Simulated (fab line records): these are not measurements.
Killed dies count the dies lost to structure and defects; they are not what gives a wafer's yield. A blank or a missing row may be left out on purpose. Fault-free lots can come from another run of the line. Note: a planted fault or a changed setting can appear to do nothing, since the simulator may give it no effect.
Commonality check across tools    flow nandHarc    Lots sampled 3, wafers sampled 9

## REASON IT WAS OPENED
Flagged at NHARC_END_SORT_01: reading killedDies, on 3 of 3 lots. Wafers without a fault read 61, standard deviation 16.
Rule: a lot is flagged in two cases, either no wafer of it has a number, or all its wafers with numbers fall more than 4 standard deviations from that mean. As for the other lots, they are considered sound.

lot   measured      on         killedDies, wafer by wafer  flag
L429  day 26 04:04  prober-01  677 677 677                 FLAGGED
L431  day 27 17:02  prober-02  677 677 677                 FLAGGED
L430  day 27 18:38  prober-01  677 677 677                 FLAGGED
The numbers of the flagged lots are 677 on average: +616 against the usual, or +38 standard deviations.

## LOT BY LOT: THE TOOL USED
The record holds 4 process steps before the reading, out of a route of 1302 steps. Read each cell as the tool, then ch plus the chambers that the sampled wafers visited, then the start.
lot   flag     NHARC_A_STAIRCASE_ETCH_451                    NHARC_A_STAIRCASE_DEP_280        NHARC_A_STAIRCASE_HM_OPEN_460      NHARC_A_STAIRCASE_STRIP_295
L429  FLAGGED  rieDiel-07 ch 0,1,2, day 18 21:09 or earlier  pecvd-04 ch 0,1, day 18 21:09    rieDiel-12 ch 0,1,2, day 18 22:37  rieDiel-12 ch 0,1,2, day 26 04:04 or earlier
L431  FLAGGED  rieDiel-07 ch 0,3, day 20 04:47 or earlier    pecvd-01 ch 0,1,2, day 20 04:47  rieDiel-08 ch 0,1,3, day 20 05:51  rieDiel-08 ch 1,2,3, day 27 17:02 or earlier
L430  FLAGGED  rieDiel-08 ch 2,3, day 19 20:44 or earlier    pecvd-02 ch 1,2, day 19 20:44    rieDiel-08 ch 0,2,3, day 19 21:50  rieDiel-08 ch 0,1,2, day 27 18:38 or earlier
What the steps here do:
- NHARC_A_STAIRCASE_ETCH_451: etches the open film in CF4/O2, target depth 30 nm, overetch 3 nm, time 16.5 s.
- NHARC_A_STAIRCASE_DEP_280: deposits SiON, target thk 30 nm.
- NHARC_A_STAIRCASE_HM_OPEN_460: chemistry O2/COS.
- NHARC_A_STAIRCASE_STRIP_295: strips in O2.
- NHARC_END_SORT_01

## FLAGGED OVER TOTAL, TOOL BY TOOL (the gauges that took the reading come last)
step                           tool        lots run  flagged  share of the flagged lots  sound lots run after its first flagged lot
NHARC_A_STAIRCASE_ETCH_451     rieDiel-07  2         2        some                       0
NHARC_A_STAIRCASE_ETCH_451     rieDiel-08  1         1        some                       0
NHARC_A_STAIRCASE_DEP_280      pecvd-01    1         1        some                       0
NHARC_A_STAIRCASE_DEP_280      pecvd-02    1         1        some                       0
NHARC_A_STAIRCASE_DEP_280      pecvd-04    1         1        some                       0
NHARC_A_STAIRCASE_HM_OPEN_460  rieDiel-08  2         2        some                       0
NHARC_A_STAIRCASE_HM_OPEN_460  rieDiel-12  1         1        some                       0
NHARC_A_STAIRCASE_STRIP_295    rieDiel-08  2         2        some                       0
NHARC_A_STAIRCASE_STRIP_295    rieDiel-12  1         1        some                       0
NHARC_END_SORT_01              prober-01   2         2        some                       0
NHARC_END_SORT_01              prober-02   1         1        some                       0
NHARC_A_STAIRCASE_ETCH_451 gives no start for some lots, so the hours and the order of its lots are those of NHARC_A_STAIRCASE_DEP_280. NHARC_A_STAIRCASE_STRIP_295 gives no start for some lots, so the hours and the order of its lots are those of NHARC_END_SORT_01.

## WHAT IS ALLOWED BY THE TABLE
No row of the table ran every flagged lot.

## WHAT THE SIMULATOR PUT IN
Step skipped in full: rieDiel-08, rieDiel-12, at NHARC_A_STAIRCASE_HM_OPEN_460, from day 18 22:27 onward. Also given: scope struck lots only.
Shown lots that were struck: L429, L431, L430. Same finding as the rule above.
